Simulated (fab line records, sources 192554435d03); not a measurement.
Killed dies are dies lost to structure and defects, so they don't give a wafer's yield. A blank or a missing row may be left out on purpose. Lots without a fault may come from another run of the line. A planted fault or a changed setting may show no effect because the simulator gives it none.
fab line records | flow n5_finfet | part 2 of 2: steps 27 to 33 of 33
record lots=5 wafers=15 last_day=18
route steps=1938 shown MOL_CONTACT_COAG@544
lots that met no fault: from a run of the same line without faults
start_h: hours from the record's first day to the start of the lot's first wafer shown | wait_h: hours since the lot's step before | " the same as in the row above | L1.1+2: a row that stands for several wafers | - no value, or no start given | * or withheld: withheld | < > ~ a bound
route shown NAME@n: a module of which the file shows steps, and the number in the route of the first | usual: mean/standard deviation of fault-free wafers | same: alike in all rows | chamber/n: place in a boat | sites: the reading at each site | _std_site: their standard deviation | _edge_site: outer sites' mean less inner sites' | radius_mm: how far each site lies from the wafer's centre | mask NAME#n: copy n | behind: the tool/chamber that last shaped the wafer | hold: why the lot was held/for how many hours/how that ended | device: the transistor (n, p or np) that didn't switch | end of line: the same wafers' tests at the end of the route | a step without rows: its recipe alone | killed: dies lost to structure and defects at the first sort, not the wafer's yield | map: a wafer's dies, x killed, . not, _ none there
set.NAME: the setting as run; set.NAME@STEP: as run at that earlier step | model.NAME: the simulator's own value behind a step, which no gauge read
lots at some steps of the route; a table a step, a row a wafer
services: from which hour (start_h, from the record's first day; less than 0 if before it) a tool's chamber was out of use, for how many hours, and why
## steps
# step N5_MOL_CONTACT_COAG_DEVELOP_83
# recipe develop_time_s=30 developer=TMAH resist=CAR-EUV rinse_liquid=surfactant_rinse dry=air_spin dev_temp_c=23
# columns lot.wafer tool chamber start_h wait_h
L086.3+4+5 litho_track-02 0 - -
L089.2+3+4 litho_track-05 0 - -
L090.3+4+6 litho_track-05 0 - -
L094.2+3+6 litho_track-05 0 - -
L096.1+3+4 litho_track-05 0 - -
# step N5_MOL_CONTACT_COAG_CD_MEAS_84
# recipe target_cd_nm=25.1 landing_energy_ev=500 detector=se_inlens polarity=opening
# usual cd_nm=24.99/0.28
# columns lot.wafer tool chamber start_h wait_h cd_nm
L086.3 cd_sem-02 0 181.25 - 25.76
L086.4 " 0 " " 25.48
L086.5 " 0 " " 25.55
L089.2 cd_sem-01 0 189.55 - 25.05
L089.3 " 0 " " 25.38
L089.4 " 0 " " 24.86
L090.3 cd_sem-01 0 194.24 - 24.70
L090.4 " 0 " " 24.95
L090.6 " 0 " " 24.79
L094.2 cd_sem-02 0 220.22 - 24.63
L094.3 " 0 " " 24.89
L094.6 " 0 " " 24.78
L096.1 cd_sem-03 0 232.78 - 25.13
L096.3 " 0 " " 25.12
L096.4 " 0 " " 24.39
# step N5_MOL_CONTACT_COAG_OVL_MEAS_85
# recipe points_per_wafer=522
# usual VG_OVL=-0.2/0.56
# columns lot.wafer tool chamber start_h wait_h VG_OVL[nm]
L086.3 overlay-02 0 181.29 0.0 -0.1
L086.4 " 0 " " -0.1
L086.5 " 0 " " -0.2
L089.2 overlay-02 0 189.58 0.0 -0.4
L089.3 " 0 " " -0.4
L089.4 " 0 " " -0.4
L090.3 overlay-02 0 194.28 0.0 0.4
L090.4 " 0 " " 1.3
L090.6 " 0 " " 0.7
L094.2 overlay-01 0 220.25 0.0 0.0
L094.3 " 0 " " -0.5
L094.6 " 0 " " -0.3
L096.1 overlay-01 0 232.81 0.0 -0.1
L096.3 " 0 " " -1.3
L096.4 " 0 " " -0.3
# step N5_MOL_CONTACT_COAG_INSPECT_57
# recipe mode=adi inspect_instrument=brightfield
# usual raw_defect_count=201/54
# columns lot.wafer tool chamber start_h wait_h raw_defect_count
L086.3 defect_inspect-01 - 181.34 0.0 133
L086.4 " - " " 119
L086.5 " - " " 146
L089.2 defect_inspect-01 - 189.63 0.0 177
L089.3 " - " " 148
L089.4 " - " " 180
L090.3 defect_inspect-01 - 194.33 0.0 294
L090.4 " - " " 230
L090.6 " - " " 188
L094.2 defect_inspect-02 - 220.31 0.0 95
L094.3 " - " " 159
L094.6 " - " " 158
L096.1 defect_inspect-01 - 232.86 0.1 255
L096.3 " - " " 268
L096.4 " - " " 216
# step N5_MOL_CONTACT_COAG_DESCUM_88
# recipe chemistry=O2 time_s=7 source_power_w=50 bias_power_w=20 pressure_mtorr=20 rf_frequency_hz=2.712e+07 temp_c=40 resist=CAR-EUV o2_flow_sccm=225
# usual drypump_motor_current_A=5.7/0.42 oes_product_au=0.78/0.1 rf_vpp_V=243.5/1.3 showerhead_plenum_p_Torr=2.11/0.075 temp_c=40.00/0.1 throttle_valve_pct=20.50/0.29
# columns lot.wafer tool chamber start_h wait_h drypump_motor_current_A oes_product_au rf_hours_counter_h rf_vpp_V showerhead_plenum_p_Torr temp_c throttle_valve_pct
L086.3 rie_diel-01 3 181.37 0.0 5.7 0.94 10 247.0 2.23 39.90 20.67
L086.4 " 1 " " 6.1 0.90 39 243.8 2.12 39.90 20.08
L086.5 " 2 " " 5.6 0.89 - 245.0 2.13 39.86 20.29
L089.2 rie_diel-05 0 189.67 0.0 6.1 0.69 239 241.1 1.98 40.01 20.35
L089.3 " 1 " " 5.5 0.68 232 241.2 2.05 39.89 20.54
L089.4 " 2 " " 6.1 0.73 175 243.9 2.18 40.01 20.72
L090.3 rie_diel-03 0 194.74 0.4 6.2 0.70 211 244.9 2.17 39.90 20.70
L090.4 " 3 " " 5.1 0.71 - 241.9 1.99 40.15 20.72
L090.6 " 0 " " 6.1 0.69 - 243.6 2.17 39.99 20.69
L094.2 rie_diel-03 1 220.34 0.0 6.1 0.96 6 242.9 2.05 39.99 19.80
L094.3 " 0 " " 6.2 0.68 222 242.9 2.16 39.92 20.73
L094.6 " 3 " " 5.1 0.71 - 241.4 1.99 39.95 20.73
L096.1 rie_diel-01 0 232.90 0.0 5.1 0.78 119 245.0 2.19 39.87 20.43
L096.3 " 3 " " 5.7 0.89 29 245.3 2.22 39.98 20.71
L096.4 " 1 " " 6.1 0.87 56 243.3 2.12 40.01 20.12
# step N5_MOL_CONTACT_COAG_ETCH_89
# recipe chemistry=N2/H2 target=underlayer target_depth_a=130 mask_material=CAR-EUV time_s=10.4 ion_energy_ev=200 pressure_mtorr=30 source_w=840 bias_w=150 n2_flow_sccm=200 h2_flow_sccm=200 ends=cleared
# usual drypump_motor_current_A=5.7/0.42 etch_rf_on_time_s=10.49/0.25 oes_product_au=0.66/0.087 rf_vpp_V=524.4/2.8 showerhead_plenum_p_Torr=2.56/0.095 throttle_valve_pct=17.88/0.24
# columns lot.wafer tool chamber start_h wait_h drypump_motor_current_A etch_rf_on_time_s oes_product_au rf_hours_counter_h rf_vpp_V showerhead_plenum_p_Torr throttle_valve_pct
L086.3 rie_diel-01 3 181.41 0.0 5.7 10.61 0.79 10 528.0 2.72 18.10
L086.4 " 1 " " 6.1 10.04 0.77 39 524.6 2.59 17.64
L086.5 " 2 " " 5.6 10.39 0.75 - 523.3 2.59 17.68
L089.2 rie_diel-05 0 189.70 0.0 6.1 10.24 0.59 239 520.0 2.40 17.83
L089.3 " 1 " " 5.5 10.94 0.58 232 522.4 2.49 17.93
L089.4 " 2 " " 6.1 10.64 0.63 175 526.9 2.64 18.01
L090.3 rie_diel-03 0 194.78 0.0 6.2 10.61 0.59 211 525.4 2.62 18.07
L090.4 " 3 " " 5.1 10.67 0.61 - 518.8 2.41 17.99
L090.6 " 0 " " 6.2 10.54 0.58 - 527.1 2.62 18.08
L094.2 rie_diel-03 1 220.37 0.0 6.1 10.55 0.82 6 522.2 2.50 17.31
L094.3 " 0 " " 6.2 10.70 0.58 222 525.5 2.62 18.06
L094.6 " 3 " " 5.2 10.97 0.59 - 521.6 2.40 18.04
L096.1 rie_diel-01 0 232.93 0.0 5.2 10.69 0.65 119 528.5 2.66 17.79
L096.3 " 3 " " 5.7 10.53 0.75 29 528.8 2.71 18.12
L096.4 " 1 " " 6.1 10.18 0.74 56 525.8 2.58 17.65
# step N5_MOL_CONTACT_COAG_ETCH_90
# recipe chemistry=CF4 target=SiARC target_depth_a=130 mask_material=CAR-EUV time_s=21.7 ion_energy_ev=80 pressure_mtorr=40 source_w=545 bias_w=36 Ar_flow_sccm=100 cf4_flow_sccm=100 ends=cleared
# usual drypump_motor_current_A=5.7/0.42 etch_rf_on_time_s=21.9/0.47 oes_product_au=0.66/0.086 rf_vpp_V=184.3/1.2 showerhead_plenum_p_Torr=2.16/0.073 throttle_valve_pct=15.68/0.29
# columns lot.wafer tool chamber start_h wait_h drypump_motor_current_A etch_rf_on_time_s oes_product_au rf_hours_counter_h rf_vpp_V showerhead_plenum_p_Torr throttle_valve_pct
L086.3 rie_diel-01 3 181.43 0.0 5.7 21.8 0.79 10 185.6 2.29 15.85
L086.4 " 1 " " 6.1 21.1 0.76 39 184.4 2.17 15.28
L086.5 " 2 " " 5.5 21.8 0.76 - 183.3 2.17 15.38
L089.2 rie_diel-05 0 189.72 0.0 6.1 21.2 0.60 239 183.4 2.03 15.60
L089.3 " 1 " " 5.5 22.5 0.58 232 184.1 2.11 15.85
L089.4 " 2 " " 6.2 21.9 0.63 175 185.1 2.21 15.80
L090.3 rie_diel-03 0 194.80 0.0 6.2 22.2 0.59 211 184.2 2.21 15.93
L090.4 " 3 " " 5.1 22.4 0.61 - 182.4 2.05 15.92
L090.6 " 0 " " 6.2 22.3 0.58 - 185.4 2.21 15.90
L094.2 rie_diel-03 1 220.39 0.0 6.1 21.8 0.83 6 183.0 2.11 15.05
L094.3 " 0 " " 6.2 22.4 0.58 222 183.6 2.21 15.93
L094.6 " 3 " " 5.1 22.6 0.59 - 182.4 2.04 15.96
L096.1 rie_diel-01 0 232.95 0.0 5.1 22.3 0.65 119 184.2 2.24 15.63
L096.3 " 3 " " 5.7 22.0 0.75 29 185.8 2.29 15.89
L096.4 " 1 " " 6.1 21.4 0.74 56 184.6 2.17 15.32
## services
# columns tool chamber start_h hours kind
cvd_co-02 2 157.27 6.8 repair
cvd_co-01 - 165.04 0.5 repair
pecvd-04 0 165.96 12.2 repair
cmp-03 - 167.46 0.8 repair
rie_diel-05 0 175.21 1.2 repair
euv_scanner-01 - 176.18 1.0 pm
ald_sin-03 - 176.75 14.0 pm
cmp-01 - 176.83 2.5 repair
cmp-04 - 178.02 4.0 pm
rtp_anneal-01 - 180.85 2.4 pm
euv_scanner-02 - 185.55 1.0 pm
pecvd-03 - 189.70 2.8 pm
cmp-01 - 191.02 2.7 repair
rie_diel-03 1 192.64 - clean
rie_diel-03 1 192.64 - consumable_replace:focus_ring
rie_diel-03 1 192.64 15.9 scheduled_down
ald_sin-04 2 212.32 4.2 repair
rie_diel-01 - 216.73 1.2 repair
euv_scanner-01 - 218.91 0.8 repair
ald_sin-02 2 224.19 2.0 repair
ald_sin-02 3 225.22 17.1 repair
wet_bench-01 - 225.50 12.1 repair
pecvd-04 0 231.97 6.2 repair
euv_scanner-01 - 232.33 1.0 pm
